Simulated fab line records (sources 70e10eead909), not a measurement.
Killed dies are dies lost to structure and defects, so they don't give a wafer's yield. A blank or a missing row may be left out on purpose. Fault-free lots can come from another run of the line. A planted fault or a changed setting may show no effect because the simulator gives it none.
Which tool did it?	flow nandHarc	14 lots, 42 wafers sampled, at 5 steps of a route of 1302

== WHAT THE GAUGES SHOWED, per wafer ==
NHARC_P_M2_CD_MEAS_09: target cd 170 nm. Usual: cdNm reads 170.3 nm (standard deviation 0.55).
lot	measured	on	cdNm (nm)	flag
L258	day 6 13:59	cdSem-03	169.4 169.3 170.3	
L259	day 6 16:23	cdSem-03	170.7 169.9 169.8	
L260	day 7 06:17	cdSem-01	169.0 169.3 170.2	
L262	day 7 22:56	cdSem-01	170.9 170.9 170.6	
L263	day 8 14:22	cdSem-02	170.1 170.7 169.6	
L264	day 9 09:14	cdSem-03	169.9 169.8 170.5	
L265	day 9 10:04	cdSem-03	171.1 170.9 169.5	
L266	day 9 18:26	cdSem-02	170.7 170.2 170.4	
L269	day 11 05:01	cdSem-03	170.2 171.1 170.6	
L271	day 11 14:39	cdSem-03	170.9 170.6 170.3	
L275	day 13 11:13	cdSem-02	170.5 169.9 170.7	
L279	day 14 21:56	cdSem-03	169.0 170.1 170.1	
L280	day 15 07:50	cdSem-03	171.1 170.7 170.6	
L281	day 15 20:31	cdSem-01	169.2 169.5 169.4	

NHARC_END_SORT_01. Usual: for defectLimitedYield, 90.9 % with a standard deviation of 2.8; for killedAtArray, 57 with a standard deviation of 20; for killedAtOther, 1.3 with a standard deviation of 1.4; for killedAtPeriphery, 3.4 with a standard deviation of 2.4; for killedDies, 61 with a standard deviation of 19; for killedOpen, 2.9 with a standard deviation of 1.8; for killedShort, 2.5 with a standard deviation of 1.6.
lot	measured	on	defectLimitedYield (%)	killedAtArray	killedAtOther	killedAtPeriphery	killedDies	killedOpen	killedShort	flag
L269	day 29 18:43	prober-02	94.8 95.7 94.7	27 18 26	2 3 4	6 8 6	35 29 36	9 4 4	3 2 5	

== EACH LOT AND THE TOOL THAT RAN IT (in order: tool; ch and the chambers of the sampled wafers; start) ==
lot	NHARC_P_M1_DEGAS_29	NHARC_P_M2_PRE_CLEAN_32	NHARC_P_BONDPAD_DEP_00
L258	pvdSputter-02, day 6 10:55	pecvd-04 ch 0,2, day 6 17:16	pecvd-03 ch 0,2, day 6 17:44
L259	pvdSputter-03, day 6 13:15	pecvd-04 ch 0,1,2, day 6 19:14	pecvd-04 ch 1,2, day 6 19:43
L260	pvdSputter-02, day 7 03:02	pecvd-04 ch 0,2, day 7 09:07	pecvd-01 ch 0,2, day 7 09:39
L262	pvdSputter-03, day 7 20:06	pecvd-04 ch 0,1,2, day 8 01:52	pecvd-01 ch 0,1,2, day 8 02:25
L263	pvdSputter-02, day 8 11:25	pecvd-01 ch 0,1,2, day 8 17:11	pecvd-04 ch 1,2, day 8 17:43
L264	pvdSputter-02, day 9 06:23	pecvd-01 ch 0,2, day 9 12:04	pecvd-03 ch 0,1, day 9 12:36
L265	pvdSputter-03, day 9 07:07	pecvd-04 ch 0,1,2, day 9 12:53	pecvd-03 ch 1,2, day 9 13:23
L266	pvdSputter-03, day 9 15:33	pecvd-01 ch 0,1,2, day 9 21:16	pecvd-03 ch 0,1, day 9 21:47
L269	pvdSputter-03, day 11 02:09	pecvd-01 ch 0,1, day 11 07:58	pecvd-03 ch 0,1,2, day 11 08:29
L271	pvdSputter-03, day 11 11:41	pecvd-04 ch 1,2, day 11 17:29	pecvd-03 ch 0,2, day 11 18:04
L275	pvdSputter-03, day 13 08:22	pecvd-04 ch 0,1,2, day 13 14:06	pecvd-03 ch 0,1,2, day 13 14:35
L279	pvdSputter-03, day 14 18:26	pecvd-03 ch 0,1,2, day 15 00:44	pecvd-04 ch 0,1,2, day 15 01:14
L280	pvdSputter-02, day 15 04:53	pecvd-04 ch 0,1, day 15 10:41	pecvd-01 ch 0,1,2, day 15 11:14
L281	pvdSputter-02, day 15 17:33	pecvd-04 ch 0,2, day 15 23:29	pecvd-01 ch 0,1,2, day 15 23:57
- NHARC_P_M1_DEGAS_29: time 60 s.
- NHARC_P_M2_PRE_CLEAN_32: time 12 s.
- NHARC_P_BONDPAD_DEP_00: deposits SiCN, target thk 250 nm.

== AS READ BY THE TOOLS THEMSELVES (means over the sampled wafers that have a number; for cases with no such wafer, the mark the record gives instead) ==
NHARC_P_M1_DEGAS_29. Usual: heaterPowerW reads 323 W (standard deviation 30).
lot	tool	heaterPowerW (W)	flag
L258	pvdSputter-02	292	
L259	pvdSputter-03	324	
L260	pvdSputter-02	318	
L262	pvdSputter-03	328	
L263	pvdSputter-02	315	
L264	pvdSputter-02	310	
L265	pvdSputter-03	309	
L266	pvdSputter-03	313	
L269	pvdSputter-03	334	
L271	pvdSputter-03	320	
L275	pvdSputter-03	316	
L279	pvdSputter-03	327	
L280	pvdSputter-02	345	
L281	pvdSputter-02	342	

NHARC_P_M2_PRE_CLEAN_32. Usual: heaterPowerOuterW 371 W, standard deviation 49; heaterPowerW 643 W, standard deviation 89.
lot	tool	heaterPowerOuterW (W)	heaterPowerW (W)	flag
L258	pecvd-04	371	624	
L259	pecvd-04	388	648	
L260	pecvd-04	352	621	
L262	pecvd-04	374	635	
L263	pecvd-01	401	710	
L264	pecvd-01	346	612	
L265	pecvd-04	399	666	
L266	pecvd-01	383	684	
L269	pecvd-01	434	780	
L271	pecvd-04	356	589	
L275	pecvd-04	377	640	
L279	pecvd-03	328	582	
L280	pecvd-04	404	689	
L281	pecvd-04	337	564	

NHARC_P_BONDPAD_DEP_00. Usual: heaterPowerOuterW 326 W, standard deviation 48; heaterPowerW 584 W, standard deviation 88.
lot	tool	heaterPowerOuterW (W)	heaterPowerW (W)	flag
L258	pecvd-03	332	573	
L259	pecvd-04	338	588	
L260	pecvd-01	345	633	
L262	pecvd-01	334	624	
L263	pecvd-04	354	613	
L264	pecvd-03	278	490	
L265	pecvd-03	296	547	
L266	pecvd-03	329	549	
L269	pecvd-03	289	518	
L271	pecvd-03	348	585	
L275	pecvd-03	310	550	
L279	pecvd-04	315	557	
L280	pecvd-01	359	655	
L281	pecvd-01	373	655	

== THE ANSWER, worked out from the rows above alone ==
Rule: lot off if the mean of its wafers having a number is beyond 3 standard deviations from the usual mean. Also off: a lot with no number at a reading for which 4 or more lots have one. Any other lot the step has rows for is counted as sound. After the gauges, taken in route order, come the tools' own readings; for these a lot's mean is taken, as printed above. The first step at which some lot is off is used, and at that step the reading that is off furthest; a lot without a number counts as furthest.
No lot is off at any reading shown: from this, nothing can be told.

== WHAT WAS PUT IN BY THE SIMULATOR ==
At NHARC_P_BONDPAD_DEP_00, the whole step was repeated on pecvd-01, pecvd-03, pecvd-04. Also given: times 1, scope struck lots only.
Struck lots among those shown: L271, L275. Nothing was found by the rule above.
